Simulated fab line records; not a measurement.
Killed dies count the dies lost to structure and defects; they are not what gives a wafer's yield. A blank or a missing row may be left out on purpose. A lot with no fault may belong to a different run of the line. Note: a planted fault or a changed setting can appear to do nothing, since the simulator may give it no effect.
Split-lot experiment    flow n5Finfet    39 wafers read across 7 lots, on a route 1938 steps long

## SPLIT DETAILS
At N5_DUMMY_GATE_EXPOSE_12 (exposes mask GATE, target cd 25 nm), the setting doseMj was moved away from the recipe's 34 on 15 of the 39 wafers read, by -7.8% to +6.8%. This setting was run at the recipe's value on the other wafers.

## FROM THE SPLIT TO THE READING: what the file shows between them, 2 steps
- N5_DUMMY_GATE_PEB_13: peb time 60 s
- N5_DUMMY_GATE_DEVELOP_14: develop time 30 s

## THE READING
Shown in nm: cdNm at N5_DUMMY_GATE_CD_MEAS_15, with target cd 25.8 nm. Fault-free wafers of this fab line usually give 24.97 nm, standard deviation 0.23 nm.

wafer   tool, chamber at the split  doseMj as run  against the recipe  cdNm, nm  against lot-mates on the recipe
L076.1  euvScanner-02, 0            33.28          -2.1%               25.09     -0.03
L076.2  euvScanner-02, 0            34             recipe              25.19     -
L076.3  euvScanner-02, 0            34             recipe              25.11     -
L076.4  euvScanner-02, 0            34             recipe              25.05     -
L076.5  euvScanner-02, 0            33.28          -2.1%               25.07     -0.05
L076.6  euvScanner-02, 0            33.28          -2.1%               25.45     +0.33
L077.1  euvScanner-01, 0            34             recipe              24.87     -
L077.2  euvScanner-01, 0            31.35          -7.8%               26.26     +1.40
L077.3  euvScanner-01, 0            34             recipe              25.27     -
L077.4  euvScanner-01, 0            34             recipe              24.44     -
L077.5  euvScanner-01, 0            31.35          -7.8%               26.29     +1.43
L077.6  euvScanner-01, 0            31.35          -7.8%               26.55     +1.69
L078.1  euvScanner-02, 0            34             recipe              24.89     -
L078.2  euvScanner-02, 0            34             recipe              25.05     -
L078.4  euvScanner-02, 0            34             recipe              24.73     -
L084.1  euvScanner-02, 0            34             recipe              25.20     -
L084.2  euvScanner-02, 0            32.8           -3.5%               25.80     +0.73
L084.3  euvScanner-02, 0            34             recipe              25.21     -
L084.4  euvScanner-02, 0            32.8           -3.5%               25.80     +0.73
L084.5  euvScanner-02, 0            34             recipe              24.81     -
L084.6  euvScanner-02, 0            32.8           -3.5%               25.44     +0.37
L087.1  euvScanner-01, 0            34             recipe              24.84     -
L087.2  euvScanner-01, 0            34             recipe              25.34     -
L087.3  euvScanner-01, 0            34             recipe              24.33     -
L087.4  euvScanner-01, 0            34             recipe              25.15     -
L087.5  euvScanner-01, 0            34             recipe              24.97     -
L087.6  euvScanner-01, 0            34             recipe              24.59     -
L093.1  euvScanner-01, 0            31.39          -7.7%               26.65     +1.76
L093.2  euvScanner-01, 0            34             recipe              24.95     -
L093.3  euvScanner-01, 0            34             recipe              24.86     -
L093.4  euvScanner-01, 0            34             recipe              24.87     -
L093.5  euvScanner-01, 0            31.39          -7.7%               26.46     +1.57
L093.6  euvScanner-01, 0            31.39          -7.7%               26.20     +1.31
L096.1  euvScanner-02, 0            36.3           +6.8%               23.21     -1.89
L096.2  euvScanner-02, 0            34             recipe              25.06     -
L096.3  euvScanner-02, 0            34             recipe              24.99     -
L096.4  euvScanner-02, 0            36.3           +6.8%               23.80     -1.30
L096.5  euvScanner-02, 0            36.3           +6.8%               23.60     -1.50
L096.6  euvScanner-02, 0            34             recipe              25.25     -

THE FIT
A straight line over all 39 wafers: cdNm changes by -0.194 nm for each +1% of doseMj; r = -0.95; the points scatter about the line by 0.24 nm.
The same after taking each lot's own level away (the mean of its wafers on the recipe; 39 wafers): -0.205 nm for each +1%; r = -0.95; scatter 0.24 nm.
That fit puts the effect of the largest move of doseMj on the reading at 1.6 nm.
Across the lots, their own levels run from 24.860 to 25.117 nm, a range of 1.1 times the standard deviation given above.
So the lot-to-lot level changes the slope little: the two slopes agree.
Check: for one of the wafers moved furthest among these (-7.8%), held out of the fit, the line's prediction against its lot-mates is +1.55 nm. Against them it came out at +1.4 nm.

## THE WHOLE CHAIN: every reading that the file lists as answering this split, in the file's order
step                      what it does                                                    reading                                                           change (the file's fit)                r (the file's)
N5_DUMMY_GATE_CD_MEAS_15  target cd 25.8 nm                                               cdNm                                                              -0.2 nm for each +1% of the setting    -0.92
N5_DUMMY_GATE_ETCH_44     etches poly-Si in HBr/O2, stops on SiO2, target depth 127.5 nm  DUMMY_GATE.cdNm (the simulator's own value, which no gauge read)  -0.186 nm for each +1% of the setting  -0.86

## THE FILE'S OWN FIT
cdNm changes by -0.2 nm for each +1% of doseMj, r = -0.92.
